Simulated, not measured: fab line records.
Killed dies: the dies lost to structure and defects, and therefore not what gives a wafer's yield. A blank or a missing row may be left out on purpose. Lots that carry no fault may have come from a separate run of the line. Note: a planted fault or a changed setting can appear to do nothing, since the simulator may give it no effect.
Code-filled problem report in 8D (eight disciplines) form || flow n5-finfet || the parts of the form that need people (team, actions taken, sign-off) are left out

== 1. WHAT WENT WRONG ==
At N5_BEOL_M7_CMP_52, time-to-endpoint-s averages 3 s over 6 wafers from 2 lots, while fault-free wafers read 63 s, standard deviation 3.4. Measured from the usual mean, that is -18 standard deviations.
The step: polishes, stops on SiCOH lowk, t overpolish 6.9 s, target thk 80 nm.
Seen first at day 13 20:41 on cmp-03, wafer L140.1. The record holds 29 wafers of 11 lots with a number at this step. By rule, "out" or "out of limits" means more than 4 standard deviations away from the usual mean. Any other wafer with a number is counted as sound.

== 2. WHAT IT IS, AND WHAT IT ISN'T ==
{"question": "which readings at this step", "is": "time-to-endpoint-s", "is not": "clearing-platen-rpm, motor-current-A, slurry-filter-dp-kPa"}
{"question": "which lots", "is": "L140, L141", "is not": "L124, L125, L128, L130, L135, L142, L144, L146, L147"}
{"question": "which wafers of those lots", "is": "all that have a number", "is not": "-"}
{"question": "read on which tools", "is": "cmp-03, cmp-04", "is not": "cmp-01"}
{"question": "when", "is": "from day 13 20:41", "is not": "up to then (13 sound wafers); but 10 sound wafers of L142, L144, L146, L147 came after"}

== 3. THE SUSPECTS, EACH WITH WHAT RULES IT OUT ==
Counting: a tool at any process step up to the reading remains a suspect when it ran all the lots that are out and ran no sound lot after the first of those.
- uv-cure-01 at N5_BEOL_M7_CURE_75 (cures SiCOH lowk, time 120 s): ruled out as a lasting fault. The sound lots L142 went through it after L140, its earliest lot that is out (day 13 18:47).
- pvd-sputter-01 at N5_BEOL_M7_PRE_CLEAN_45 (time 30 s): ruled out as a lasting fault. The sound lots L142, L146, L147 went through it after L140, its earliest lot that is out (day 13 19:21).
- pvd-sputter-01 at N5_BEOL_M7_SPUTTER_48 (material Cu, target thk 10 nm, time 1.667 s): ruled out as a lasting fault. The sound lots L147 went through it after L140, its earliest lot that is out (day 13 20:07).
- ecd-cu-02 at N5_BEOL_M7_ECD_50 (material Cu, target thk 300 nm): ruled out as a lasting fault. The sound lots L144, L142, L146, L147 went through it after L140, its earliest lot that is out (day 13 20:14).
Left after counting: nothing in the record.

== 4. THE CAUSE (what the simulator had put in) ==
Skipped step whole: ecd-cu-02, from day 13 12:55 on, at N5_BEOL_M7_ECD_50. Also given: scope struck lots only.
Counting ruled it out, wrongly: the rule takes a fault to strike every lot that its tool runs from its start on, and this one did not.

== 5. THE EFFECT CHAIN, in route order ==
Each row: a reading whose mean over the struck wafers that have a number lies more than 3 standard deviations from the usual. Only readings whose record carries a usual standard deviation are examined. hours: median over the lots of the time between each lot's start at the first step of this table that gives one and its start at this step. sigmas: the change, counted in usual standard deviations.
{"hours": 0, "step": "N5_BEOL_M7_CMP_52", "reading": "time-to-endpoint-s", "usual": "63 s", "on struck wafers": 3, "change": -60, "sigmas": -18}
{"hours": 71, "step": "N5_PASSIVATION_PROBE_49", "reading": "defect-limited-yield", "usual": "90.9 %", "on struck wafers": 0.0, "change": -90.9, "sigmas": -57}
{"hours": 71, "step": "N5_PASSIVATION_PROBE_49", "reading": "killed_at_M4_up", "usual": 13, "on struck wafers": 1067, "change": "+1054", "sigmas": "+99 or more"}
{"hours": 71, "step": "N5_PASSIVATION_PROBE_49", "reading": "killed-dies", "usual": 107, "on struck wafers": 1180, "change": "+1073", "sigmas": "+60"}
{"hours": 71, "step": "N5_PASSIVATION_PROBE_49", "reading": "killed-on-rim", "usual": 14, "on struck wafers": 152, "change": "+138", "sigmas": "+33"}
{"hours": 71, "step": "N5_PASSIVATION_PROBE_49", "reading": "sort_bin_5_function", "usual": "5.3 %", "on struck wafers": 95.8, "change": "+90.5", "sigmas": "+90"}
{"hours": 71, "step": "N5_PASSIVATION_PROBE_49", "reading": "sort-n-pass", "usual": 1073, "on struck wafers": 0, "change": -1073, "sigmas": -56}
{"hours": 71, "step": "N5_PASSIVATION_PROBE_49", "reading": "sort-yield-pct", "usual": "90.9 %", "on struck wafers": 0.0, "change": -90.9, "sigmas": -57}
Its process steps:
- N5_BEOL_M7_CMP_52: polishes, stops on SiCOH lowk, t overpolish 6.9 s, target thk 80 nm.
- N5_PASSIVATION_PROBE_49

== 6. WHAT WOULD HAVE CAUGHT IT SOONER ==
8 hours passed between the start of the fault at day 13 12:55 and the first reading out of limits in this record, taken at day 13 20:41.
